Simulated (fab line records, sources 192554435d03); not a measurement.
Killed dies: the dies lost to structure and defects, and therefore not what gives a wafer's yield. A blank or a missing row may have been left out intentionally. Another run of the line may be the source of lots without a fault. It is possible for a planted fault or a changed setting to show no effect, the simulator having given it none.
Which tool is to blame? / flow n5-finfet / 27 wafers from 9 lots sampled at 3 of the route's 1938 steps

== WHAT EACH GAUGE READ, for each wafer ==
N5_BEOL_M8_OCD_MEAS_38.
lot=L362; measured=day 10 13:05; on=ocd-01; trench-depth-nm (nm)=96.3 95.4 93.3
lot=L363; measured=day 10 13:19; on=ocd-01; trench-depth-nm (nm)=92.3 93.2 92.6
lot=L369; measured=day 12 09:39; on=ocd-02; trench-depth-nm (nm)=92.9 91.6 95.1
lot=L371; measured=day 12 10:13; on=ocd-02; trench-depth-nm (nm)=82.3 82.3 82.8
lot=L374; measured=day 13 05:42; on=ocd-02; trench-depth-nm (nm)=83.5 82.7 83.8
lot=L372; measured=day 13 09:49; on=ocd-01; trench-depth-nm (nm)=84.0 83.8 83.3
lot=L377; measured=day 13 15:13; on=ocd-01; trench-depth-nm (nm)=95.1 92.9 94.0
lot=L378; measured=day 13 20:28; on=ocd-01; trench-depth-nm (nm)=92.9 93.2 94.0
lot=L382; measured=day 15 10:59; on=ocd-01; trench-depth-nm (nm)=96.1 91.8 93.6

== WHICH TOOL RAN EACH LOT (tool, then ch and the chambers of the sampled wafers, then the start) ==
lot=L362; N5_BEOL_M8_DESCUM_33=rie-diel-02 ch 0,3, day 10 12:39; N5_BEOL_M8_TRENCH_ETCH_37=rie-diel-02 ch 0,3, day 10 12:55
lot=L363; N5_BEOL_M8_DESCUM_33=rie-diel-01 ch 0,2,3, day 10 12:52; N5_BEOL_M8_TRENCH_ETCH_37=rie-diel-01 ch 0,2,3, day 10 13:08
lot=L369; N5_BEOL_M8_DESCUM_33=rie-diel-05 ch 0,1,2, day 12 09:13; N5_BEOL_M8_TRENCH_ETCH_37=rie-diel-05 ch 0,1,2, day 12 09:29
lot=L371; N5_BEOL_M8_DESCUM_33=rie-diel-01 ch 0,1,2, day 12 09:47; N5_BEOL_M8_TRENCH_ETCH_37=rie-diel-01 ch 0,1,2, day 12 10:03
lot=L374; N5_BEOL_M8_DESCUM_33=rie-diel-01 ch 1,2,3, day 13 05:16; N5_BEOL_M8_TRENCH_ETCH_37=rie-diel-01 ch 1,2,3, day 13 05:32
lot=L372; N5_BEOL_M8_DESCUM_33=rie-diel-01 ch 0,1,3, day 13 09:23; N5_BEOL_M8_TRENCH_ETCH_37=rie-diel-01 ch 0,1,3, day 13 09:40
lot=L377; N5_BEOL_M8_DESCUM_33=rie-diel-05 ch 0,3, day 13 14:47; N5_BEOL_M8_TRENCH_ETCH_37=rie-diel-05 ch 0,3, day 13 15:04
lot=L378; N5_BEOL_M8_DESCUM_33=rie-diel-02 ch 0,1,2, day 13 20:02; N5_BEOL_M8_TRENCH_ETCH_37=rie-diel-02 ch 0,1,2, day 13 20:19
lot=L382; N5_BEOL_M8_DESCUM_33=rie-diel-05 ch 0,1, day 15 10:33; N5_BEOL_M8_TRENCH_ETCH_37=rie-diel-05 ch 0,1, day 15 10:49
- N5_BEOL_M8_DESCUM_33: chemistry O2, time 7 s.
- N5_BEOL_M8_TRENCH_ETCH_37: etches SiCOH lowk in C4F6/O2, target depth 93.478 nm, time 31.2 s.

== THE ANSWER, worked out from the rows above alone ==
Rule: the usual values come from the lots themselves. Put in order of their means at a reading, lots are off if they are a third of the lots or fewer, leave a main group of 4 or more, and stand apart from it by a gap of 3 or more times the standard deviation of the main group's means; of several such gaps the widest counts. If all means in a main group match to the digits the tables above print for the reading, that group is not used. A lot without any number at a reading at which 4 lots or more have one is off too. Where the step has rows for the other lots, those lots are counted as sound.
Off at N5_BEOL_M8_OCD_MEAS_38 (trench-depth-nm): L371, L374, L372. The main group has a mean of 93.7 nm with a standard deviation of 0.73.
A tool fits if, at a process step before that reading, it ran every lot that is off, and no sound lot after the first of them. Those tools and the gauges at N5_BEOL_M8_OCD_MEAS_38 are tried in the same way. One fits: N5_BEOL_M8_DESCUM_33 and N5_BEOL_M8_TRENCH_ETCH_37 on rie-diel-01. At N5_BEOL_M8_DESCUM_33 its last sound lot is L363 (day 10 12:52), its first lot that is off L371 (day 12 09:47): a fault that began between those two fits.

== WHAT THE SIMULATOR HAD INSERTED ==
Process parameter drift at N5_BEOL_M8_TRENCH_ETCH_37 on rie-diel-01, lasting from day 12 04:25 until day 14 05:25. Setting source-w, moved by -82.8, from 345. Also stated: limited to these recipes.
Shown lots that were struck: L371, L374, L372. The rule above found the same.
